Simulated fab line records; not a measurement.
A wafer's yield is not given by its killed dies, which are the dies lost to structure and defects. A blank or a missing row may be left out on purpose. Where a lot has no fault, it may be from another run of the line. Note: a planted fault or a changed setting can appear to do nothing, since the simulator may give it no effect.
Split-lot experiment    flow n5-finfet    route with 1938 steps; 7 lots, 21 wafers read

== THE SPLIT ITSELF ==
At N5_MOL_CONTACT_COAG_VIA_ETCH_117 (etches SiO2 in C4F6/O2, target depth 40 nm, overetch 8 nm, time 26 s), the setting bias-w was moved away from the recipe's 455 W on 6 of the 21 wafers read, by -8.1% to +9.5%. The other wafers ran this setting at the recipe's value.

Reading taken at the split's own step.

== THE READING ==
rf-vpp-V, in V, at N5_MOL_CONTACT_COAG_VIA_ETCH_117 (etches SiO2 in C4F6/O2, target depth 40 nm, overetch 8 nm, time 26 s). A value of 1586 V with a standard deviation of 11 V is what fault-free wafers of this fab line usually give.

wafer   tool, chamber at the split  bias-w as run, W  against the recipe  rf-vpp-V, V  against lot-mates on the recipe
L074.2  rie-diel-06, 2              455               recipe              1587         -
L074.3  rie-diel-06, 3              426.8             -6.2%               1526         -61
L074.4  rie-diel-06, 0              426.8             -6.2%               1520         -67
L076.1  rie-diel-01, 3              455               recipe              1585         -
L076.2  rie-diel-01, 2              498.4             +9.5%               1680         +95
L076.4  rie-diel-01, 1              498.4             +9.5%               1681         +96
L081.1  rie-diel-06, 3              455               recipe              1601         -
L081.2  rie-diel-06, 2              455               recipe              1586         -
L081.4  rie-diel-06, 1              455               recipe              1563         -
L083.3  rie-diel-06, 3              455               recipe              1602         -
L083.4  rie-diel-06, 0              455               recipe              1595         -
L083.6  rie-diel-06, 3              455               recipe              1602         -
L086.2  rie-diel-06, 0              455               recipe              1593         -
L086.4  rie-diel-06, 2              455               recipe              1586         -
L086.5  rie-diel-06, 2              455               recipe              1588         -
L088.1  rie-diel-02, 1              455               recipe              1589         -
L088.3  rie-diel-02, 1              455               recipe              1588         -
L088.4  rie-diel-02, 3              485.7             +6.7%               1661         +72
L090.2  rie-diel-02, 0              455               recipe              1598         -
L090.3  rie-diel-02, 1              418.2             -8.1%               1491         -100
L090.5  rie-diel-02, 3              455               recipe              1583         -

THE FIT
A straight line over all 21 wafers: rf-vpp-V changes by +10.4 V for each +1% of bias-w; r = +0.98; the points scatter about the line by 9.4 V.
The same after taking each lot's own level away (the mean of its wafers on the recipe; 21 wafers): +10.6 V for each +1%; r = +0.99; scatter 7.8 V.
On that fit, the largest move of bias-w shifts the reading by 1e+02 V.
Measured against the standard deviation above, the lots' own levels, which go from 1583.3 to 1599.7 V, span 1.5 times it.
So the lot-to-lot level changes the slope little: the two slopes agree.
Check: +102 V against its lot-mates is what the line predicts for one of the wafers moved furthest among these (+9.5%) when that wafer is left out of the fit. Against them it came out at +95 V.
Tool readings at the split's step, against how far the setting was moved: rf-vpp-V r = +0.98.

== ADDITIONAL SPLITS CARRIED BY THESE WAFERS ==
Before the reading, these wafers also passed through other splits. Each is held against what the fit with the lots' levels taken away leaves over:
other split on the same wafers          wafers away from the commonest value  r with rf-vpp-V (lot level and that fit taken away)
N5_MOL_CONTACT_COAG_ALD_133 ald-cycles  6                                     -0.05

== FILE'S OWN FIT ==
rf-vpp-V changes by +10.8 V for each +1% of bias-w, r = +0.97.
